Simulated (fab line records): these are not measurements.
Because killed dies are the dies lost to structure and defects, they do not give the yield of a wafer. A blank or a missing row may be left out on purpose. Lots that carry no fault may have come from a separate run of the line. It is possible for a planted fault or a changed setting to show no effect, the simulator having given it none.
Matching of chambers -- flow nand harc -- NHARC_A_STAIRCASE_ETCH_444 on rie diel-08: 4 sister chambers
The step etches the open film in C4F8/O2, target depth 20400 nm, time 6800 s. 4 wafers are shown with their chamber, then 9 later ones without.

## WAFERS, EACH WITH ITS CHAMBER
wafer,chamber,rf vpp V (V)
L084.5,3,803.2
L089.2,0,804.9
L089.4,2,804.6
L089.6,1,805.9

## WAFERS WITHOUT THEIR CHAMBER
wafer,rf vpp V (V)
L090.1,804.6
L090.2,802.5
L090.3,806.0
L091.3,803.2
L091.5,803.6
L091.6,804.4
L095.1,802.9
L095.2,805.1
L095.6,803.9

## EACH ONE'S CHAMBER
wafer,from the rows above,in truth
L090.1,can't be placed: 2 or 0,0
L090.2,3,3
L090.3,1,1
L091.3,3,3
L091.5,can't be placed: 3 or 2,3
L091.6,can't be placed: 2 or 0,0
L095.1,3,3
L095.2,can't be placed: 0 or 2 or 1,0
L095.6,can't be placed: 3 or 2 or 0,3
4 of 9 placed correctly. Can't be placed from these rows: 5 (the true chamber is among the candidates in 5). Number placed wrongly: 0.
How it was worked out, from the rows above alone: a wafer's distance from a chamber is the root of the sum, over the readings, of the square of ((its reading less the chamber's mean) divided by the reading's scatter). The wafer belongs to the nearest chamber; if the next one is less than 2 further off, it can't be placed. A chamber's mean is the mean of its shown wafers. The scatter: with one shown wafer a chamber, the root of the mean of the squares of how far each hidden wafer lies from its nearest shown one.
